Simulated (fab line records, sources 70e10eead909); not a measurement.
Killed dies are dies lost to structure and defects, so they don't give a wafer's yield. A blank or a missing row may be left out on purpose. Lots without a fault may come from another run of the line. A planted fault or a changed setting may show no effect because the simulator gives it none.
fab line records | flow nand_harc | part 1 of 2: steps 1 to 4 of 6
record lots=21 wafers=63 last_day=34
route steps=1302 shown A_CHANNEL_HOLE_D2@586 A_CHANNEL_FILL_D2@633 A_STAIRCASE@712
lots that met no fault: from a run of the same line without faults
start_h: hours from the record's first day to the start of the lot's first wafer shown | wait_h: hours since the lot's step before | " the same as in the row above | L1.1+2: a row that stands for several wafers | - no value, or no start given | * or withheld: withheld | < > ~ a bound
route shown NAME@n: a module of which the file shows steps, and the number in the route of the first | usual: mean/standard deviation of fault-free wafers | same: alike in all rows | chamber/n: place in a boat | sites: the reading at each site | _std_site: their standard deviation | _edge_site: outer sites' mean less inner sites' | radius_mm: how far each site lies from the wafer's centre | mask NAME#n: copy n | behind: the tool/chamber that last shaped the wafer | hold: why the lot was held/for how many hours/how that ended | device: the transistor (n, p or np) that didn't switch | end of line: the same wafers' tests at the end of the route | a step without rows: its recipe alone | killed: dies lost to structure and defects at the first sort, not the wafer's yield | map: a wafer's dies, x killed, . not, _ none there
set.NAME: the setting as run; set.NAME@STEP: as run at that earlier step | model.NAME: the simulator's own value behind a step, which no gauge read
steps of the route over a sample of lots; a table a step, a row a wafer
services: from which hour (start_h, from the record's first day; less than 0 if before it) a tool's chamber was out of use, for how many hours, and why
## steps
# step NHARC_A_CHANNEL_HOLE_D2_ETCH_38
# recipe target_depth_a=390 over_etch_frac=0.3 time_s=65 ion_energy_ev=80 cf4_flow_sccm=150 ar_flow_sccm=0 rf_w=300 bias_w=100 chemistry=CF4
# usual cf4_flow_sccm=150.0/0.44 drypump_motor_current_A=5.4/0.39 oes_product_au=1.000/0.011 rf_vpp_V=151.6/1 showerhead_plenum_p_Torr=1.79/0.049 throttle_valve_pct=13.284/0.0095
# columns lot.wafer tool chamber start_h wait_h cf4_flow_sccm drypump_motor_current_A oes_product_au rf_hours_counter_h rf_vpp_V showerhead_plenum_p_Torr throttle_valve_pct
L074.4 rie_diel-01 1 290.43 0.1 150.0 5.3 1.018 3.5 150.6 1.75 13.282
L074.2 " 2 " " 149.7 5.9 1.007 3.7 151.1 1.85 13.299
L074.5 " 0 " " 150.0 5.0 1.007 - 152.2 1.81 13.301
L075.3 rie_diel-12 2 304.51 0.1 149.7 4.9 0.993 0.9 152.8 1.80 13.276
L075.2 " 0 " " 150.3 5.3 0.975 1.0 152.3 1.82 13.276
L075.5 " 3 " " 150.1 5.1 1.004 - 153.2 1.81 13.294
L076.2 rie_diel-12 2 320.19 0.1 150.4 4.9 1.004 2.2 150.2 1.80 13.271
L076.4 " 3 " " 149.1 5.1 1.000 2.1 150.2 1.81 13.284
L076.1 " 1 " " 150.2 6.0 1.003 2.3 151.3 1.77 13.281
L077.4 rie_diel-08 0 323.16 0.1 149.9 5.5 1.008 9.3 150.8 1.66 13.279
L077.2 " 3 " " 149.8 6.0 0.992 7.5 152.5 1.87 13.284
L077.6 " 0 " " 150.1 5.5 1.007 - 151.2 1.66 13.289
L078.3 rie_diel-12 0 337.40 0.1 149.9 5.3 0.976 3.6 151.6 1.82 13.293
L078.2 " 1 " " 149.8 6.0 0.996 3.4 153.0 1.77 13.288
L078.6 " 0 " " 150.0 5.3 0.984 - 153.9 1.82 13.287
L080.4 rie_diel-01 2 356.78 0.1 149.3 5.9 1.002 6.5 151.3 1.85 13.289
L080.3 " 0 " " 150.1 5.0 1.000 5.8 151.3 1.81 13.281
L080.6 " 1 " " 149.7 5.3 1.010 - 151.8 1.75 13.286
L081.1 rie_diel-01 1 368.13 0.1 150.2 5.3 1.012 7.0 151.2 1.75 13.265
L081.5 " 0 " " 149.2 5.0 1.012 - 151.2 1.81 13.283
L081.6 " 1 " " 150.7 5.3 1.012 - 150.5 1.75 13.274
L082.2 rie_diel-01 1 376.17 0.1 150.3 5.3 1.004 8.7 150.6 1.75 13.282
L082.5 " 3 " " 148.8 5.6 0.997 - 151.6 1.75 13.302
L082.6 " 1 " " 150.1 5.3 1.005 - 150.5 1.75 13.284
L083.1 rie_diel-12 2 385.49 0.1 149.5 4.8 1.001 4.9 151.1 1.80 13.292
L083.4 " 3 " " 149.9 5.1 1.015 5.5 153.2 1.81 13.293
L083.6 " 0 " " 149.7 5.3 0.992 - 151.7 1.82 13.276
L084.4 rie_diel-08 2 396.75 0.1 149.1 5.3 0.994 1.8 151.5 1.82 13.295
L084.6 " 0 " " 149.8 5.5 1.010 - 151.7 1.66 13.275
L084.5 " 1 " " 150.5 5.1 1.013 - 152.2 1.72 13.282
L085.3 rie_diel-12 3 396.91 0.1 148.8 5.1 1.009 6.7 152.2 1.81 13.275
L085.2 " 2 " " 149.5 4.9 1.000 6.1 151.4 1.80 13.284
L085.5 " 0 " " 149.4 5.3 0.988 - 152.5 1.82 13.286
L086.3 rie_diel-01 3 415.44 0.1 150.3 5.6 0.994 0.2 153.3 1.75 13.290
L086.2 " 1 " " 150.9 5.2 1.014 0.4 152.4 1.75 13.285
L086.6 " 2 " " 149.8 5.9 0.997 - 151.2 1.85 13.281
L088.3 rie_diel-12 0 438.20 0.1 149.1 5.3 0.980 9.5 152.7 1.82 13.272
L088.4 " 1 " " 150.2 6.0 0.982 8.8 152.5 1.77 13.296
L088.6 " 1 " " 149.4 6.0 0.980 - 150.4 1.77 13.300
L090.1 rie_diel-08 2 453.66 0.1 150.1 5.3 0.988 4.9 151.5 1.82 13.267
L090.2 " 3 " " 150.5 6.0 1.002 5.6 152.1 1.87 13.287
L090.6 " 0 " " 149.3 5.5 1.002 - 149.9 1.66 13.283
L091.3 rie_diel-12 2 471.38 0.1 149.9 4.9 1.014 0.7 152.4 1.79 13.287
L091.2 " 0 " " 150.5 5.3 0.977 0.2 151.4 1.82 13.280
L091.6 " 2 " " 150.2 4.9 0.999 - 150.9 1.79 13.293
L092.2 rie_diel-08 3 472.16 0.1 150.7 6.0 1.007 7.3 153.7 1.86 13.287
L092.1 " 0 " " 150.2 5.5 1.006 6.4 149.4 1.66 13.291
L092.6 " 2 " " 150.4 5.3 1.009 - 152.1 1.82 13.297
L093.3 rie_diel-12 0 481.40 0.1 149.7 5.3 0.964 1.0 151.7 1.82 13.288
L093.4 " 1 " " 150.4 6.0 0.976 1.4 150.6 1.77 13.280
L093.2 " 3 " " 149.8 5.1 0.988 1.6 151.6 1.81 13.289
L094.1 rie_diel-01 0 514.84 0.1 150.7 5.0 1.005 5.6 152.2 1.81 13.273
L094.2 " 1 " " 150.5 5.3 1.010 5.3 151.8 1.74 13.272
L094.5 " 3 " " 150.3 5.6 1.010 - 152.1 1.75 13.298
L095.1 rie_diel-08 3 515.38 0.1 150.1 6.0 0.995 9.9 152.5 1.86 13.285
L095.2 " 2 " " 150.0 5.3 0.986 8.9 151.4 1.82 13.297
L095.5 " 3 " " 150.1 6.0 1.001 - 150.6 1.86 13.271
L096.3 rie_diel-12 2 520.11 0.1 150.5 4.9 1.002 2.7 153.4 1.79 13.290
L096.1 " 0 " " 150.4 5.3 0.976 2.3 152.0 1.82 13.279
L096.4 " 1 " " 149.6 6.0 0.984 2.7 150.8 1.77 13.285
L097.2 rie_diel-12 2 535.92 0.1 149.3 4.9 1.001 3.5 152.6 1.79 13.306
L097.5 " 3 " " 150.3 5.1 1.005 - 152.2 1.81 13.306
L097.6 " 0 " " 149.2 5.3 0.982 - 153.0 1.82 13.280
# step NHARC_A_CHANNEL_HOLE_D2_ETCH_19
# recipe bias_v=1200 source_w=2500 pressure_mtorr=15 time_s=34.5 ar_flow_sccm=375 c4f8_flow_sccm=28.8 o2_flow_sccm=96.2 temp_c=-20 target_depth_a=* chemistry=C4F8/O2/Ar
# usual c4f8_flow_sccm=28.79/0.078 drypump_motor_current_A=5.59/0.29 showerhead_plenum_p_Torr=3.62/0.2 throttle_valve_pct=37.037/0.0097
# columns lot.wafer tool chamber start_h wait_h c4f8_flow_sccm drypump_motor_current_A rf_hours_counter_h showerhead_plenum_p_Torr throttle_valve_pct
L074.2 har_etch-01 1 293.03 1.6 28.76 5.50 153 3.51 37.042
L074.4 " 0 " " 28.71 5.27 - 3.55 37.034
L074.5 " 1 " " 28.82 5.52 - 3.51 37.058
L075.2 har_etch-02 0 308.22 2.7 28.75 6.09 348 3.57 37.044
L075.3 " 0 " " 28.90 6.09 - 3.57 37.041
L075.5 " 0 " " 28.72 6.09 - 3.57 37.038
L076.1 har_etch-02 0 321.28 0.1 28.83 6.10 359 3.56 37.028
L076.2 " 0 " " 28.79 6.08 - 3.56 37.033
L076.4 " 0 " " 28.95 6.09 - 3.56 37.036
L077.2 har_etch-01 0 324.26 0.1 28.69 5.28 172 3.54 37.027
L077.4 " 1 " " 28.83 5.53 - 3.50 37.050
L077.6 " 1 " " 28.83 5.54 - 3.50 37.039
L078.2 har_etch-02 0 338.55 0.1 28.83 6.07 371 3.56 37.029
L078.3 " 0 " " 28.82 6.07 - 3.56 37.018
L078.6 " 1 " " 28.58 5.58 - 3.48 37.022
L080.3 har_etch-02 1 361.63 3.8 28.83 5.57 - 3.47 37.043
L080.4 " 0 " " 28.92 6.11 - 3.55 37.041
L080.6 " 1 " " 28.99 5.58 - 3.47 37.042
L081.1 har_etch-01 1 369.25 0.1 28.87 5.51 195 3.49 37.049
L081.6 " 0 " " 28.79 5.29 - 3.53 37.058
L081.5 " 1 " " 28.75 5.54 - 3.49 37.053
L082.2 har_etch-01 0 377.80 0.4 28.82 5.28 203 3.53 37.023
L082.5 " 1 " " 28.74 5.52 - 3.48 37.023
L082.6 " 0 " " 28.88 5.29 - 3.53 37.034
L083.1 har_etch-01 1 390.40 3.9 28.85 5.52 214 3.48 37.036
L083.4 " 1 " " 28.85 5.51 - 3.48 37.043
L083.6 " 0 " " 28.74 5.27 - 3.52 37.051
L084.4 har_etch-02 0 398.39 0.6 28.75 6.06 - 3.98 37.041
L084.6 " 1 " " 28.82 5.59 - 3.98 37.044
L084.5 " 0 " " 28.73 6.08 - 3.98 37.050
L085.2 har_etch-01 1 398.71 0.8 28.92 5.53 222 3.47 37.038
L085.3 " 0 " " 28.88 5.28 - 3.52 37.052
L085.5 " 1 " " 28.82 5.51 - 3.47 37.034
L086.2 har_etch-02 1 416.53 0.1 28.65 5.58 15 3.98 37.054
L086.3 " 0 " " 28.76 6.08 - 3.98 37.037
L086.6 " 0 " " 28.84 6.10 - 3.98 37.039
L088.3 har_etch-02 1 439.33 0.1 28.82 5.58 - 3.97 37.047
L088.4 " 0 " " 28.72 6.08 - 3.97 37.032
L088.6 " 1 " " 28.78 5.58 - 3.97 37.042
L090.1 har_etch-01 1 454.78 0.1 28.78 5.50 249 3.46 37.034
L090.2 " 0 " " 28.81 5.29 249 3.50 37.041
L090.6 " 1 " " 28.69 5.52 - 3.46 37.050
L091.2 har_etch-01 1 472.48 0.1 28.78 5.52 260 3.45 37.040
L091.3 " 0 " " 28.91 5.31 - 3.50 37.030
L091.6 " 1 " " 28.68 5.51 - 3.45 37.048
L092.1 har_etch-02 1 473.26 0.1 28.75 5.58 46 3.96 37.037
L092.2 " 0 " " 28.88 6.11 46 3.96 37.036
L092.6 " 0 " " 28.75 6.09 - 3.96 37.050
L093.2 har_etch-01 0 484.30 1.9 28.81 5.26 271 3.49 37.027
L093.4 " 0 " " 28.71 5.28 - 3.49 37.025
L093.3 " 1 " " 28.76 5.52 - 3.45 37.030
L094.1 har_etch-01 1 515.93 0.1 28.82 5.51 283 3.44 37.032
L094.2 " 0 " " 28.82 5.30 283 3.48 37.034
L094.5 " 0 " " 28.83 5.29 - 3.48 37.036
L095.2 har_etch-02 0 517.97 1.6 28.64 6.10 69 3.94 37.027
L095.1 " 1 " " 28.74 5.59 69 3.95 37.026
L095.5 " 1 " " 28.73 5.59 - 3.94 37.052
L096.1 har_etch-01 0 521.22 0.1 28.85 5.31 287 3.48 37.044
L096.3 " 1 " " 28.69 5.50 - 3.44 37.034
L096.4 " 0 " " 28.68 5.32 - 3.48 37.037
L097.2 har_etch-01 0 538.54 1.4 28.71 5.27 298 3.48 37.018
L097.6 " 1 " " 28.86 5.49 - 3.43 37.032
L097.5 " 0 " " 28.80 5.28 - 3.48 37.031
# step NHARC_A_CHANNEL_HOLE_D2_ETCH_22
# recipe bias_v=3000 source_w=withheld pressure_mtorr=20 time_s=666.7 ar_flow_sccm=375 c4f8_flow_sccm=89.3 o2_flow_sccm=35.7 temp_c=-20 target_depth_a=16000 chemistry=C4F8/O2/Ar
# usual c4f8_flow_sccm=89.29/0.23 drypump_motor_current_A=5.59/0.3 showerhead_plenum_p_Torr=3.58/0.2 throttle_valve_pct=32.155/0.0095
# columns lot.wafer tool chamber start_h wait_h c4f8_flow_sccm drypump_motor_current_A rf_hours_counter_h showerhead_plenum_p_Torr throttle_valve_pct
L074.2 har_etch-01 1 293.90 0.4 89.66 5.52 154 3.48 32.141
L074.4 " 0 " " 89.52 5.30 - 3.52 32.149
L074.5 " 1 " " 89.17 5.52 - 3.48 32.174
L075.2 har_etch-02 0 309.16 0.4 89.16 6.05 349 3.53 32.160
L075.3 " 0 " " 88.96 6.07 - 3.53 32.161
L075.5 " 0 " " 89.07 6.08 - 3.53 32.145
L076.1 har_etch-02 0 323.01 0.7 88.94 6.09 361 3.53 32.156
L076.2 " 0 " " 89.08 6.12 - 3.53 32.170
L076.4 " 0 " " 89.15 6.09 - 3.53 32.158
L077.2 har_etch-01 0 325.12 0.4 89.19 5.26 173 3.51 32.143
L077.4 " 1 " " 89.11 5.53 - 3.47 32.159
L077.6 " 1 " " 89.33 5.53 - 3.47 32.166
L078.2 har_etch-02 0 339.41 0.4 89.37 6.08 371 3.52 32.162
L078.3 " 0 " " 89.57 6.09 - 3.52 32.157
L078.6 " 1 " " 89.33 5.57 - 3.45 32.158
L080.3 har_etch-02 1 362.65 0.4 89.07 5.58 - 3.44 32.133
L080.4 " 0 " " 89.50 6.10 - 3.51 32.145
L080.6 " 1 " " 89.25 5.59 - 3.44 32.154
L081.1 har_etch-01 1 370.19 0.4 89.41 5.51 196 3.46 32.155
L081.6 " 0 " " 89.26 5.28 - 3.50 32.156
L081.5 " 1 " " 89.18 5.51 - 3.46 32.152
L082.2 har_etch-01 0 378.75 0.4 89.23 5.27 203 3.49 32.169
L082.5 " 1 " " 89.29 5.52 - 3.45 32.165
L082.6 " 0 " " 89.58 5.29 - 3.49 32.156
L083.1 har_etch-01 1 391.35 0.4 89.27 5.52 215 3.45 32.147
L083.4 " 1 " " 89.13 5.51 - 3.45 32.153
L083.6 " 0 " " 89.40 5.29 - 3.49 32.153
L084.4 har_etch-02 0 399.48 0.4 89.29 6.09 - 3.93 32.163
L084.6 " 1 " " 89.09 5.58 - 3.93 32.145
L084.5 " 0 " " 89.18 6.10 - 3.93 32.164
L085.2 har_etch-01 1 399.58 0.4 89.12 5.53 222 3.44 32.151
L085.3 " 0 " " 89.22 5.29 - 3.48 32.157
L085.5 " 1 " " 89.37 5.52 - 3.44 32.177
L086.2 har_etch-02 1 417.41 0.4 89.49 5.58 16 3.92 32.145
L086.3 " 0 " " 89.34 6.11 - 3.92 32.164
L086.6 " 0 " " 89.63 6.06 - 3.92 32.150
L088.3 har_etch-02 1 440.36 0.4 89.23 5.58 - 3.92 32.143
L088.4 " 0 " " 89.40 6.08 - 3.92 32.155
L088.6 " 1 " " 88.94 5.58 - 3.92 32.155
L090.1 har_etch-01 1 455.65 0.4 89.32 5.51 250 3.43 32.145
L090.2 " 0 " " 89.32 5.27 250 3.47 32.157
L090.6 " 1 " " 89.19 5.52 - 3.43 32.158
L091.2 har_etch-01 1 473.43 0.4 89.40 5.53 261 3.42 32.152
L091.3 " 0 " " 88.93 5.30 - 3.46 32.163
L091.6 " 1 " " 89.54 5.54 - 3.42 32.163
L092.1 har_etch-02 1 474.13 0.4 89.10 5.59 47 3.91 32.146
L092.2 " 0 " " 89.37 6.10 47 3.91 32.162
L092.6 " 0 " " 89.35 6.11 - 3.91 32.147
L093.2 har_etch-01 0 485.16 0.4 89.59 5.28 272 3.46 32.153
L093.4 " 0 " " 89.67 5.29 - 3.46 32.144
L093.3 " 1 " " 89.37 5.51 - 3.42 32.140
L094.1 har_etch-01 1 516.80 0.4 89.43 5.53 284 3.41 32.162
L094.2 " 0 " " 89.81 5.27 284 3.45 32.169
L094.5 " 0 " " 89.33 5.28 - 3.45 32.165
L095.2 har_etch-02 0 518.84 0.4 89.45 6.10 70 3.89 32.146
L095.1 " 1 " " 89.27 5.58 70 3.89 32.155
L095.5 " 1 " " 89.32 5.59 - 3.89 32.148
L096.1 har_etch-01 0 522.17 0.4 89.41 5.28 288 3.45 32.146
L096.3 " 1 " " 89.67 5.50 - 3.41 32.136
L096.4 " 0 " " 89.05 5.28 - 3.45 32.160
L097.2 har_etch-01 0 539.49 0.4 89.53 5.28 299 3.44 32.155
L097.6 " 1 " " 88.92 5.52 - 3.40 32.159
L097.5 " 0 " " 89.27 5.28 - 3.44 32.151
# step NHARC_A_CHANNEL_HOLE_D2_ETCH_23
# recipe bias_v=5000 source_w=withheld pressure_mtorr=20 time_s=819 ar_flow_sccm=375 c4f8_flow_sccm=89.3 o2_flow_sccm=35.7 temp_c=-20 target_depth_a=16000 chemistry=C4F8/O2/Ar
# usual c4f8_flow_sccm=89.29/0.25 drypump_motor_current_A=5.59/0.29 showerhead_plenum_p_Torr=3.58/0.2 throttle_valve_pct=32.155/0.0096
# columns lot.wafer tool chamber start_h wait_h c4f8_flow_sccm drypump_motor_current_A rf_hours_counter_h showerhead_plenum_p_Torr throttle_valve_pct
L074.2 har_etch-01 1 294.47 0.5 88.73 5.51 155 3.48 32.157
L074.4 " 0 " " 89.31 5.28 - 3.52 32.155
L074.5 " 1 " " 88.57 5.51 - 3.48 32.146
L075.2 har_etch-02 0 309.76 0.5 89.20 6.07 349 3.53 32.138
L075.3 " 0 " " 89.39 6.07 - 3.53 32.161
L075.5 " 0 " " 89.71 6.08 - 3.53 32.140
L076.1 har_etch-02 0 324.15 1.0 88.99 6.10 362 3.53 32.149
L076.2 " 0 " " 88.83 6.09 - 3.53 32.171
L076.4 " 0 " " 88.71 6.09 - 3.53 32.145
L077.2 har_etch-01 0 325.69 0.5 89.50 5.27 173 3.51 32.179
L077.4 " 1 " " 89.29 5.53 - 3.47 32.148
L077.6 " 1 " " 89.50 5.52 - 3.47 32.140
L078.2 har_etch-02 0 339.99 0.5 89.02 6.06 372 3.52 32.160
L078.3 " 0 " " 89.29 6.10 - 3.52 32.150
L078.6 " 1 " " 89.49 5.58 - 3.45 32.160
L080.3 har_etch-02 1 363.25 0.5 88.73 5.58 - 3.44 32.146
L080.4 " 0 " " 89.05 6.08 - 3.51 32.144
L080.6 " 1 " " 89.09 5.57 - 3.44 32.145
L081.1 har_etch-01 1 370.78 0.5 89.51 5.51 196 3.45 32.146
L081.6 " 0 " " 88.98 5.29 - 3.50 32.142
L081.5 " 1 " " 89.37 5.51 - 3.46 32.133
L082.2 har_etch-01 0 379.34 0.5 89.26 5.27 204 3.49 32.165
L082.5 " 1 " " 89.33 5.51 - 3.45 32.153
L082.6 " 0 " " 89.12 5.29 - 3.49 32.138
L083.1 har_etch-01 1 391.94 0.5 89.38 5.50 215 3.45 32.151
L083.4 " 1 " " 89.64 5.52 - 3.44 32.153
L083.6 " 0 " " 89.42 5.26 - 3.49 32.137
L084.4 har_etch-02 0 400.11 0.5 89.34 6.06 - 3.93 32.161
L084.6 " 1 " " 89.21 5.59 - 3.93 32.161
L084.5 " 0 " " 89.46 6.07 - 3.93 32.154
L085.2 har_etch-01 1 400.14 0.5 89.50 5.51 223 3.44 32.153
L085.3 " 0 " " 89.04 5.29 - 3.48 32.155
L085.5 " 1 " " 89.11 5.49 - 3.44 32.161
L086.2 har_etch-02 1 417.97 0.5 89.33 5.57 17 3.92 32.146
L086.3 " 0 " " 89.99 6.04 - 3.92 32.150
L086.6 " 0 " " 89.55 6.06 - 3.92 32.147
L088.3 har_etch-02 1 440.98 0.5 88.80 5.57 - 3.92 32.165
L088.4 " 0 " " 89.31 6.07 - 3.92 32.160
L088.6 " 1 " " 88.95 5.58 - 3.92 32.167
L090.1 har_etch-01 1 456.21 0.5 89.82 5.50 250 3.43 32.157
L090.2 " 0 " " 89.77 5.27 250 3.47 32.170
L090.6 " 1 " " 89.33 5.50 - 3.43 32.164
L091.2 har_etch-01 1 474.02 0.5 89.32 5.53 262 3.42 32.154
L091.3 " 0 " " 89.19 5.27 - 3.46 32.148
L091.6 " 1 " " 88.84 5.51 - 3.42 32.154
L092.1 har_etch-02 1 474.70 0.5 88.92 5.58 47 3.91 32.161
L092.2 " 0 " " 89.36 6.07 47 3.91 32.151
L092.6 " 0 " " 89.49 6.11 - 3.91 32.155
L093.2 har_etch-01 0 485.72 0.5 89.37 5.28 273 3.46 32.145
L093.4 " 0 " " 89.22 5.28 - 3.46 32.172
L093.3 " 1 " " 89.24 5.50 - 3.42 32.151
L094.1 har_etch-01 1 517.36 0.5 88.97 5.51 284 3.41 32.148
L094.2 " 0 " " 89.56 5.29 284 3.45 32.158
L094.5 " 0 " " 89.15 5.28 - 3.45 32.156
L095.2 har_etch-02 0 519.40 0.5 89.32 6.09 70 3.89 32.167
L095.1 " 1 " " 89.04 5.57 70 3.89 32.163
L095.5 " 1 " " 89.08 5.59 - 3.89 32.164
L096.1 har_etch-01 0 522.76 0.5 89.39 5.29 288 3.45 32.159
L096.3 " 1 " " 89.71 5.50 - 3.41 32.155
L096.4 " 0 " " 89.61 5.29 - 3.45 32.135
L097.2 har_etch-01 0 540.08 0.5 89.33 5.28 300 3.44 32.143
L097.6 " 1 " " 89.27 5.51 - 3.40 32.155
L097.5 " 0 " " 89.49 5.29 - 3.44 32.155
